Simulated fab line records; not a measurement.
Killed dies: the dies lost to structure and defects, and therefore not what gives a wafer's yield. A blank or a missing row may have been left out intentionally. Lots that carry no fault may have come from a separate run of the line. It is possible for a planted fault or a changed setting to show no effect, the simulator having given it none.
fab line records	flow n5-finfet
record lots=6	wafers=16	last-day=18
route steps=1938 shown MOL_CONTACT_COAG@566 BEOL_M4@1111 PASSIVATION@1936
lots that met no fault: from a run of the same line without faults
start-h: hours from the record's first day to the start of the lot's first wafer shown	wait-h: how many hours have passed since the lot's step before this one	" identical to the entry in the row above	L1.1+2: several wafers, shown together as one row	- no value, or no start given	* or withheld: withheld	< > ~ a bound
route shown NAME@n: NAME is a module with steps in the file, n the number in the route of the first one	usual: mean and standard deviation over wafers with no fault	same: alike in all rows	chamber/n: place in a boat	sites: per-site readings	_std_site: how widely they spread, as a standard deviation	_edge_site: outer sites' mean less inner sites'	radius-mm: for every site, how far away it sits from the centre of the wafer	mask NAME#n: copy n	behind: the tool/chamber that last shaped the wafer	hold: why the lot went on hold/how many hours it stayed there/how the hold came to an end	device: the n, p or np transistor that did not switch	end of line: the same wafers' tests at the end of the route	a step given without rows: its recipe and nothing more	killed: dies lost to structure and defects at the first sort, not the wafer's yield	map: the dies of a wafer, with x for killed, . for not killed, _ for no die there
set.NAME: the setting as run; set.NAME@STEP: as run at that earlier step	model.NAME: the simulator's own value behind a step, which no gauge read
certain route steps with their lots: each step a table, each wafer a row
services: a tool's chamber out of use, with start hour (start-h, from the record's first day; less than 0 if before it), hours out, and reason
## steps
# step N5_MOL_CONTACT_COAG_COAT_77
# recipe resist=underlayer	temp-c=205	time-s=60	spin-rpm=1500	resist-thk-nm=10
# step N5_MOL_CONTACT_COAG_COAT_78
# recipe resist=CAR-EUV	spin-rpm=1500	resist-thk-nm=40
# step N5_MOL_CONTACT_COAG_EBR_80
# recipe solvent=PGMEA	ebr-width-mm=1.5
# step N5_MOL_CONTACT_COAG_SOFTBAKE_79
# recipe temp-c=110	time-s=60	resist=CAR-EUV
# step N5_MOL_CONTACT_COAG_EXPOSE_81
# recipe mask-id=VG	na=0.33	source-shape=annular	sigma-inner=0.3	sigma-outer=0.7	polarization=unpolarized	defocus-nm=0	dose-mj=59.5
# step N5_MOL_CONTACT_COAG_PEB_82
# recipe peb-temp-c=100	peb-time-s=60	resist=CAR-EUV
# step N5_MOL_CONTACT_COAG_DEVELOP_83
# recipe develop-time-s=30	developer=TMAH	resist=CAR-EUV	rinse-liquid=surfactant-rinse	dry=air-spin	dev-temp-c=23
# step N5_MOL_CONTACT_COAG_CD_MEAS_84
# recipe target-cd-nm=25.1	landing-energy-ev=500	detector=se-inlens	polarity=opening
# usual cd-nm=25.11/0.23
lot.wafer	tool	chamber	start-h	wait-h	cd-nm
L248.1	cd-sem-02	0	124.91	-	25.06
L248.3	"	0	"	"	25.21
L248.5	"	0	"	"	25.38
L250.2	cd-sem-02	0	132.56	-	25.06
L250.4	"	0	"	"	25.46
L250.5	"	0	"	"	25.03
L254.2	cd-sem-02	0	160.30	-	25.34
L254.4	"	0	"	"	25.24
L255.3	cd-sem-01	0	162.92	-	25.12
L255.6	"	0	"	"	25.16
L265.2	cd-sem-03	0	229.38	-	25.12
L265.5	"	0	"	"	25.22
L265.6	"	0	"	"	25.29
L266.1	cd-sem-01	0	231.75	-	25.14
L266.3	"	0	"	"	24.74
L266.5	"	0	"	"	25.30
# step N5_MOL_CONTACT_COAG_OVL_MEAS_85
# recipe points-per-wafer=522
# usual VG_OVL=-0.1/0.72
lot.wafer	tool	chamber	start-h	wait-h	VG_OVL[nm]
L248.1	overlay-01	0	124.95	0.0	0.7
L248.3	"	0	"	"	0.8
L248.5	"	0	"	"	-0.2
L250.2	overlay-01	0	132.60	0.0	0.0
L250.4	"	0	"	"	-0.4
L250.5	"	0	"	"	0.7
L254.2	overlay-02	0	160.33	0.0	0.3
L254.4	"	0	"	"	0.9
L255.3	overlay-02	0	162.96	0.0	1.3
L255.6	"	0	"	"	1.0
L265.2	overlay-02	0	229.41	0.0	0.6
L265.5	"	0	"	"	0.8
L265.6	"	0	"	"	0.5
L266.1	overlay-01	0	231.78	0.0	-0.5
L266.3	"	0	"	"	0.4
L266.5	"	0	"	"	-0.2
# step N5_MOL_CONTACT_COAG_INSPECT_57
# recipe mode=adi	inspect-instrument=brightfield
# usual raw-defect-count=212/59
lot.wafer	tool	chamber	start-h	wait-h	raw-defect-count
L248.1	defect-inspect-01	-	125.00	0.1	201
L248.3	"	-	"	"	260
L248.5	"	-	"	"	246
L250.2	defect-inspect-02	-	132.65	0.0	219
L250.4	"	-	"	"	262
L250.5	"	-	"	"	303
L254.2	defect-inspect-01	-	160.38	0.0	282
L254.4	"	-	"	"	211
L255.3	defect-inspect-02	-	163.01	0.0	245
L255.6	"	-	"	"	238
L265.2	defect-inspect-01	-	229.46	0.0	168
L265.5	"	-	"	"	130
L265.6	"	-	"	"	173
L266.1	defect-inspect-01	-	231.84	0.1	246
L266.3	"	-	"	"	220
L266.5	"	-	"	"	209
# step N5_MOL_CONTACT_COAG_DESCUM_88
# recipe chemistry=O2	time-s=7	source-power-w=50	bias-power-w=20	pressure-mtorr=20	rf-frequency-hz=2.712e+07	temp-c=40	resist=CAR-EUV	o2-flow-sccm=225
# usual drypump-motor-current-A=5.8/0.57	oes-product-au=0.76/0.057	rf-vpp-V=242.9/1.3	showerhead-plenum-p-Torr=2.08/0.059	temp-c=39.99/0.1	throttle-valve-pct=20.45/0.3
# same time-s=7
lot.wafer	tool	chamber	start-h	wait-h	drypump-motor-current-A	oes-product-au	rf-hours-counter-h	rf-vpp-V	showerhead-plenum-p-Torr	temp-c	throttle-valve-pct
L248.1	rie-diel-05	3	125.15	0.1	5.4	0.87	33	242.3	2.05	40.06	20.30
L248.3	"	1	"	"	6.7	0.78	95	244.9	2.12	39.95	20.06
L248.5	"	0	"	"	6.4	0.83	-	243.6	2.10	40.04	20.27
L250.2	rie-diel-02	0	132.68	0.0	5.7	0.81	129	244.1	2.10	40.02	20.47
L250.4	"	3	"	"	5.7	0.73	186	240.8	2.10	39.98	20.74
L250.5	"	0	"	"	5.7	0.80	-	243.1	2.10	39.88	20.48
L254.2	rie-diel-05	0	160.87	0.5	6.4	0.81	94	244.2	2.10	39.93	20.29
L254.4	"	1	"	"	6.6	0.78	105	242.4	2.12	40.11	20.06
L255.3	rie-diel-05	1	163.08	0.1	6.7	0.78	105	242.5	2.11	40.11	20.06
L255.6	"	2	"	"	6.3	0.72	-	242.8	2.08	40.17	20.75
L265.2	rie-diel-02	0	229.52	0.1	5.7	0.76	165	242.6	2.09	40.00	20.50
L265.5	"	3	"	"	5.7	0.69	-	241.7	2.09	40.00	20.80
L265.6	"	2	"	"	6.0	0.76	-	243.6	2.09	40.12	20.39
L266.1	rie-diel-06	2	231.87	0.0	4.9	0.67	227	244.0	2.14	40.04	20.86
L266.3	"	3	"	"	5.0	0.71	194	241.3	2.01	40.28	20.12
L266.5	"	3	"	"	5.0	0.71	-	242.8	2.01	40.08	20.11
# step N5_MOL_CONTACT_COAG_ETCH_89
# recipe chemistry=N2/H2	target=underlayer	target-depth-a=130	mask-material=CAR-EUV	time-s=10.4	ion-energy-ev=200	pressure-mtorr=30	source-w=840	bias-w=150	n2-flow-sccm=200	h2-flow-sccm=200	ends=cleared
# usual drypump-motor-current-A=5.8/0.58	etch-rf-on-time-s=10.51/0.3	h2-flow-sccm=200.1/0.63	oes-product-au=0.65/0.05	rf-vpp-V=523.4/2.2	showerhead-plenum-p-Torr=2.52/0.072	throttle-valve-pct=17.9/0.32
lot.wafer	tool	chamber	start-h	wait-h	drypump-motor-current-A	etch-rf-on-time-s	h2-flow-sccm	oes-product-au	rf-hours-counter-h	rf-vpp-V	showerhead-plenum-p-Torr	throttle-valve-pct
L248.1	rie-diel-05	3	125.18	0.0	5.4	10.84	198.8	0.73	33	521.6	2.49	17.7
L248.3	"	1	"	"	6.7	10.70	200.3	0.68	95	524.3	2.56	17.4
L248.5	"	0	"	"	6.4	9.91	200.7	0.72	-	523.4	2.57	17.8
L250.2	rie-diel-02	0	132.72	0.0	5.7	10.15	200.5	0.69	129	523.9	2.54	17.7
L250.4	"	3	"	"	5.7	10.13	200.8	0.63	186	524.0	2.51	17.9
L250.5	"	0	"	"	5.7	10.13	200.1	0.69	-	524.0	2.54	17.7
L254.2	rie-diel-05	0	160.91	0.0	6.4	9.86	200.9	0.72	94	526.0	2.57	17.8
L254.4	"	1	"	"	6.7	10.59	200.2	0.66	105	523.9	2.56	17.4
L255.3	rie-diel-05	1	163.11	0.0	6.7	10.48	201.3	0.66	105	525.6	2.56	17.5
L255.6	"	2	"	"	6.2	10.54	200.5	0.62	-	524.2	2.54	18.3
L265.2	rie-diel-02	0	229.56	0.0	5.7	10.23	199.3	0.65	165	523.7	2.52	17.8
L265.5	"	3	"	"	5.7	10.31	200.7	0.60	-	522.5	2.49	18.0
L265.6	"	2	"	"	6.1	10.66	200.5	0.65	-	523.6	2.56	17.9
L266.1	rie-diel-06	2	231.90	0.0	4.9	11.01	199.3	0.56	227	527.0	2.62	18.3
L266.3	"	3	"	"	5.0	10.69	201.1	0.61	194	522.1	2.43	17.5
L266.5	"	3	"	"	5.0	10.60	200.8	0.60	-	519.2	2.43	17.5
# step N5_MOL_CONTACT_COAG_ETCH_90
# recipe chemistry=CF4	target=SiARC	target-depth-a=130	mask-material=CAR-EUV	time-s=21.7	ion-energy-ev=80	pressure-mtorr=40	source-w=545	bias-w=36	Ar_flow_sccm=100	cf4-flow-sccm=100	ends=cleared
# usual drypump-motor-current-A=5.8/0.58	etch-rf-on-time-s=22.0/0.6	oes-product-au=0.64/0.049	rf-vpp-V=183.8/1.2	showerhead-plenum-p-Torr=2.13/0.062	throttle-valve-pct=15.65/0.28
lot.wafer	tool	chamber	start-h	wait-h	drypump-motor-current-A	etch-rf-on-time-s	oes-product-au	rf-hours-counter-h	rf-vpp-V	showerhead-plenum-p-Torr	throttle-valve-pct
L248.1	rie-diel-05	3	125.20	0.0	5.5	22.2	0.74	33	182.6	2.09	15.36
L248.3	"	1	"	"	6.7	22.2	0.67	95	184.2	2.16	15.23
L248.5	"	0	"	"	6.5	20.4	0.73	-	184.6	2.17	15.61
L250.2	rie-diel-02	0	132.74	0.0	5.7	21.7	0.68	129	182.0	2.14	15.61
L250.4	"	3	"	"	5.7	21.4	0.63	186	183.7	2.14	15.81
L250.5	"	0	"	"	5.7	21.5	0.68	-	184.8	2.14	15.63
L254.2	rie-diel-05	0	160.93	0.0	6.4	14.7	0.88	94	184.7	2.17	15.61
L254.4	"	1	"	"	6.7	22.1	0.67	105	183.9	2.16	15.27
L255.3	rie-diel-05	1	163.13	0.0	6.7	22.5	0.66	105	184.2	2.16	15.24
L255.6	"	2	"	"	6.3	15.5	0.75	-	185.6	2.14	15.97
L265.2	rie-diel-02	0	229.58	0.0	5.7	21.6	0.65	165	185.1	2.13	15.69
L265.5	"	3	"	"	5.7	21.5	0.61	-	185.0	2.13	15.86
L265.6	"	2	"	"	6.1	22.2	0.65	-	185.7	2.15	15.62
L266.1	rie-diel-06	2	231.92	0.0	4.9	23.1	0.57	227	183.9	2.20	16.09
L266.3	"	3	"	"	5.0	22.6	0.59	194	182.4	2.05	15.33
L266.5	"	3	"	"	5.0	22.4	0.60	-	181.0	2.05	15.33
# step N5_MOL_CONTACT_COAG_ALD_131
# recipe material=SiO2	target-thk-a=50	temp-c=100	ald-precursor-family=BDEAS	ald-co-reactant=O2-plasma	pulse-time-s=1	co-reactant-pulse-time-s=1	purge-time-s=2	co-reactant-purge-time-s=2	ald-cycles=35	pressure-torr=2
# usual chamber-pressure-Torr=2.000/0.0043	heater-power-w=76/7.5	precursor-pulse-height-rel=1.000/0.02	susceptor-temp-C=100.00/0.13
lot.wafer	tool	chamber	start-h	wait-h	chamber-pressure-Torr	heater-power-w	precursor-pulse-height-rel	since-wet-clean-h	susceptor-temp-C
L248.1	ald-sin-01	0	125.28	0.1	2.008	85	1.002	118	99.92
L248.3	"	1	"	"	2.002	65	1.022	118	100.15
L248.5	"	1	"	"	2.005	67	0.986	-	99.90
L250.2	ald-sin-03	1	132.82	0.1	2.002	66	1.019	320	99.91
L250.4	"	2	"	"	2.000	83	0.993	320	99.82
L250.5	"	0	"	"	1.998	78	1.001	-	99.93
L254.2	ald-sin-01	1	161.01	0.1	1.999	66	1.023	153	99.91
L254.4	"	0	"	"	1.998	87	1.030	-	100.10
L255.3	ald-sin-03	3	163.21	0.1	2.002	70	1.009	351	100.08
L255.6	"	3	"	"	2.007	68	0.999	-	100.07
L265.2	ald-sin-01	3	229.66	0.1	1.994	83	0.988	222	100.03
L265.5	"	1	"	"	1.995	69	1.005	-	100.16
L265.6	"	2	"	"	1.997	86	0.989	-	99.64
L266.1	ald-sin-03	3	232.00	0.1	1.997	70	1.018	41	99.93
L266.3	"	1	"	"	1.996	63	0.985	41	100.00
L266.5	"	0	"	"	1.990	75	1.010	-	100.17
# step N5_BEOL_M4_RC_MEAS_101
# usual DIBL_N=36.3/2	DIBL_P=36.3/2.4	IOFF_N=0.16/0.034	IOFF_P=0.21/0.035	ION_N=672/12	ION_P=459/6.5	SS_N=71.6/0.67	SS_P=73.3/0.71	VT_N=250/3.5	VT_P=-251/3
lot.wafer	tool	chamber	start-h	wait-h	DIBL_N[mV/V]	DIBL_P[mV/V]	IOFF_N[nA/um]	IOFF_P[nA/um]	ION_N[uA/um]	ION_P[uA/um]	SS_N[mV/dec]	SS_P[mV/dec]	VT_N[mV]	VT_P[mV]
L248.1	prober-02	0	191.00	0.0	33.7	36.0	0.12	0.16	664	455	71.1	72.5	254	-255
L248.3	"	0	"	"	37.3	39.9	0.18	0.22	676	456	72.4	73.6	250	-252
L248.5	"	0	"	"	35.6	37.9	0.16	0.20	673	455	71.5	73.7	252	-254
L250.2	prober-01	0	200.65	0.2	33.3	34.2	0.12	0.17	661	459	70.4	72.8	255	-254
L250.4	"	0	"	"	36.5	36.6	0.17	0.21	681	462	71.0	73.9	248	-250
L250.5	"	0	"	"	32.1	32.3	0.10	0.15	662	454	70.0	72.3	256	-254
L255.3	prober-01	0	255.90	0.3	37.3	39.0	0.19	0.25	680	465	72.2	73.6	248	-249
L255.6	"	0	"	"	34.6	35.8	0.13	0.19	659	456	71.1	71.8	254	-253
L254.2	prober-02	0	261.27	0.2	36.4	36.9	0.15	0.20	659	451	71.3	73.2	254	-251
L254.4	"	0	"	"	36.8	37.4	0.17	0.22	671	465	71.1	74.2	249	-248
L266.1	prober-02	0	313.61	0.0	36.3	35.7	0.15	0.19	676	459	71.8	73.6	250	-250
L266.3	"	0	"	"	37.1	37.6	0.19	0.22	690	469	71.8	74.6	248	-247
L266.5	"	0	"	"	37.9	38.6	0.20	0.23	691	467	72.2	74.5	247	-248
L265.2	prober-01	0	318.02	0.2	35.9	35.0	0.15	0.18	671	458	71.1	73.6	248	-254
L265.5	"	0	"	"	35.2	35.0	0.15	0.18	672	460	71.1	73.3	250	-252
L265.6	"	0	"	"	35.6	35.9	0.16	0.20	681	465	71.5	73.4	249	-251
# step N5_PASSIVATION_PROBE_49
# usual defect-limited-yield=91.4/1.5	killed_at_M0_to_M3=33/11	killed_at_M4_up=14/5.3	killed-at-contacts=13/6.2	killed-at-front-end=39/13	killed-at-other=3.1/2.8	killed-dies=102/17	killed-open=68/13	killed-short=32/7.8	sort_bin_5_function=5.1/0.95	sort_bin_6_memory=3.2/0.7	sort-n-pass=1078/18	sort-yield-pct=91.3/1.5
# same gross-dies=1180	killed-at-back-side=0	sort_bin_4_leakage[%]=0	sort_bin_8_speed[%]=0
lot.wafer	tool	chamber	start-h	wait-h	defect-limited-yield[%]	killed_at_M0_to_M3	killed_at_M4_up	killed-at-contacts	killed-at-front-end	killed-at-other	killed-dies	killed-open	killed-short	sort_bin_5_function[%]	sort_bin_6_memory[%]	sort-n-pass	sort-yield-pct[%]
L248.1	prober-01	-	300.88	0.0	91.9	26	16	6	45	2	95	70	25	5.3	2.7	1085	91.9
L248.3	prober-01	-	300.98	0.1	91.0	20	16	6	63	1	106	71	34	4.5	4.1	1074	91.0
L248.5	prober-01	-	301.08	0.2	91.5	23	13	9	45	10	100	65	35	5.6	2.6	1080	91.5
L250.2	prober-01	-	336.68	0.3	93.2	31	9	11	29	0	80	54	26	4.3	2.1	1100	93.2
L250.4	prober-01	-	336.78	0.4	91.7	34	12	10	40	2	98	69	29	5.3	2.7	1082	91.7
L250.5	prober-01	-	336.83	0.5	92.5	33	13	8	31	3	88	67	21	4.4	2.8	1092	92.5
L255.3	prober-02	-	359.24	0.1	90.0	24	17	14	58	5	118	68	46	5.6	3.8	1062	90.0
L255.6	prober-02	-	359.39	0.3	92.1	21	19	16	29	8	93	55	30	4.2	3.0	1087	92.1
L254.2	prober-02	-	372.92	0.1	91.4	28	10	13	41	9	101	67	34	4.9	3.5	1079	91.4
L254.4	prober-02	-	373.02	0.2	93.6	17	18	13	23	4	75	50	22	3.4	2.5	1105	93.6
L265.2	prober-01	-	427.42	0.1	91.9	22	14	10	48	1	95	75	20	5.4	2.5	1085	91.9
L265.5	prober-01	-	427.57	0.2	94.6	20	6	5	29	4	64	37	27	3.4	1.9	1116	94.6
L265.6	prober-01	-	427.62	0.3	93.3	21	10	16	29	3	79	60	18	4.1	2.5	1101	93.3
# killed by level:class
L248.1 BEOL_M0_SAQP:geometric-particle:open=14 FIN_SAQP:geometric-particle:open=12 STI_FIN_REVEAL:geometric-particle:open=8 BEOL_M0_SAQP:geometric-particle:short=7 BEOL_M4:geometric-particle:open=7 DUMMY_GATE:geometric-particle:open=4 GATE_CUT:geometric-particle:open=4 MOL_CONTACT_COAG:geometric-particle:open=4
L248.3 STI_FIN_REVEAL:geometric-particle:open=20 FIN_SAQP:geometric-particle:short=10 FIN_SAQP:geometric-particle:open=10 BEOL_M4:geometric-particle:open=9 BEOL_M0_SAQP:geometric-particle:short=6 BEOL_M0_SAQP:geometric-particle:open=5 BEOL_M5:geometric-particle:open=5 STI_FIN_REVEAL:geometric-particle:short=4
L248.5 FIN_SAQP:geometric-particle:open=11 FIN_SAQP:geometric-particle:short=9 BEOL_M4:geometric-particle:open=9 MOL_CONTACT_COAG:geometric-particle:open=7 BEOL_M2:geometric-particle:open=7 DUMMY_GATE:geometric-particle:open=6 BEOL_M1:geometric-particle:open=5 STI_FIN_REVEAL:geometric-particle:open=4
L250.2 MOL_CONTACT_COAG:geometric-particle:open=10 BEOL_M0_SAQP:geometric-particle:open=7 DUMMY_GATE:geometric-particle:open=6 BEOL_M2:geometric-particle:open=6 BEOL_M3:geometric-particle:open=6 BEOL_M0_SAQP:geometric-particle:short=5 GATE_CUT:geometric-particle:short=4 FIN_SAQP:geometric-particle:open=3
L250.4 FIN_SAQP:geometric-particle:open=14 BEOL_M3:geometric-particle:open=10 STI_FIN_REVEAL:geometric-particle:open=9 MOL_CONTACT_COAG:geometric-particle:open=9 BEOL_M0_SAQP:geometric-particle:short=8 BEOL_M2:geometric-particle:open=7 BEOL_M4:geometric-particle:open=6 FIN_SAQP:geometric-particle:short=4
L250.5 BEOL_M0_SAQP:geometric-particle:open=12 MOL_CONTACT_COAG:geometric-particle:open=7 BEOL_M2:geometric-particle:open=7 STI_FIN_REVEAL:geometric-particle:open=5 BEOL_M3:geometric-particle:open=5 FIN_SAQP:geometric-particle:open=4 GATE_CUT:geometric-particle:short=4 GATE_CUT:geometric-particle:open=4
L255.3 FIN_SAQP:geometric-particle:short=20 MOL_CONTACT_COAG:geometric-particle:open=12 STI_FIN_REVEAL:geometric-particle:open=9 FIN_SAQP:geometric-particle:open=7 BEOL_M3:geometric-particle:open=6 BEOL_M2:geometric-particle:open=5 BEOL_M4:geometric-particle:open=5 DUMMY_GATE:geometric-particle:open=4
L255.6 MOL_CONTACT_COAG:geometric-particle:open=11 BEOL_M4:geometric-particle:open=9 HKMG_FIN:area-etch=6 MIM_TOP_ETCH:geometric-particle:short=5 MOL_CONTACT_COAG:geometric-particle:short=5 BEOL_M2:geometric-particle:open=5 BEOL_M0_SAQP:geometric-particle:short=4 BEOL_M3:geometric-particle:open=4
L254.2 STI_FIN_REVEAL:geometric-particle:open=14 MOL_CONTACT_COAG:geometric-particle:open=9 BEOL_M0_SAQP:geometric-particle:open=8 BEOL_M1:geometric-particle:open=6 FIN_SAQP:geometric-particle:short=5 BEOL_M0_SAQP:geometric-particle:short=5 STARTING-WAFER:geometric-particle:short=5 MOL_CONTACT_COAG:geometric-particle:short=4
L254.4 MOL_CONTACT_COAG:geometric-particle:open=10 DUMMY_GATE:geometric-particle:open=6 BEOL_M0_SAQP:geometric-particle:short=5 BEOL_M4:geometric-particle:open=5 BEOL_M0_SAQP:geometric-particle:open=4 BEOL_M3:geometric-particle:open=4 STI_FIN_REVEAL:geometric-particle:open=3 STARTING-WAFER:geometric-particle:short=3
L265.2 FIN_SAQP:geometric-particle:open=24 MOL_CONTACT_COAG:geometric-particle:open=8 STI_FIN_REVEAL:geometric-particle:open=6 BEOL_M0_SAQP:geometric-particle:short=6 BEOL_M2:geometric-particle:open=6 FIN_SAQP:geometric-particle:short=4 BEOL_M0:geometric-particle:open=4 DUMMY_GATE:geometric-particle:open=3
L265.5 FIN_SAQP:geometric-particle:short=7 BEOL_M3:geometric-particle:open=7 FIN_SAQP:geometric-particle:open=4 GATE_CUT:geometric-particle:short=4 MOL_CONTACT_COAG:geometric-particle:open=4 BEOL_M2:geometric-particle:open=4 DUMMY_GATE:geometric-particle:open=3 GATE_CUT:geometric-particle:open=3
L265.6 MOL_CONTACT_COAG:geometric-particle:open=15 BEOL_M2:geometric-particle:open=8 FIN_SAQP:geometric-particle:short=7 FIN_SAQP:geometric-particle:open=5 GATE_CUT:geometric-particle:open=4 BEOL_M0_SAQP:geometric-particle:short=4 BEOL_M1:geometric-particle:open=4 BEOL_M4:geometric-particle:open=4
## services
tool	chamber	start-h	hours	kind
rie-diel-05	3	102.56	2.6	repair
rie-diel-06	2	122.85	3.9	repair
ald-sin-01	3	124.68	14.4	repair
ald-sin-01	2	130.05	33.2	repair
rie-diel-06	0	138.95	18.3	repair
rie-diel-05	-	146.10	14.6	pm
rie-diel-05	0	161.45	14.5	repair
rie-diel-05	2	176.47	4.3	repair
ald-sin-03	-	177.52	14.0	pm
ald-sin-03	0	177.52	14.0	vent-cycle
ald-sin-03	1	177.52	14.0	vent-cycle
ald-sin-03	2	177.52	14.0	vent-cycle
ald-sin-03	3	177.52	14.0	vent-cycle
ald-sin-03	0	191.52	-	clean
ald-sin-03	1	191.52	-	clean
ald-sin-03	2	191.52	-	clean
ald-sin-03	3	191.52	-	clean
ald-sin-01	0	197.52	1.3	repair
rie-diel-02	-	212.23	1.0	repair
ald-sin-01	2	213.45	1.4	repair
rie-diel-06	-	227.77	0.4	repair
rie-diel-05	3	229.94	6.9	repair
## key
first-sign step=N5_MOL_CONTACT_COAG_ETCH_90	reading=etch-rf-on-time-s	direction=down	sigmas=11	usual=*	struck=*
effect step=N5_MOL_CONTACT_COAG_ETCH_90	reading=oes-product-au	direction=up	sigmas=3.5	usual=0.64	struck=0.82
met-at N5_MOL_CONTACT_COAG_ETCH_90
struck-wafers L254.2,L255.6
onset-between 125.20 160.93
fault kind=process-parameter-drift	tool=rie-diel-05	chamber=-	onset-h=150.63	steps=N5_MOL_CONTACT_COAG_ETCH_90	channel=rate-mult	offset=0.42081	shape=step	end-h=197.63	scope=struck-wafers-only
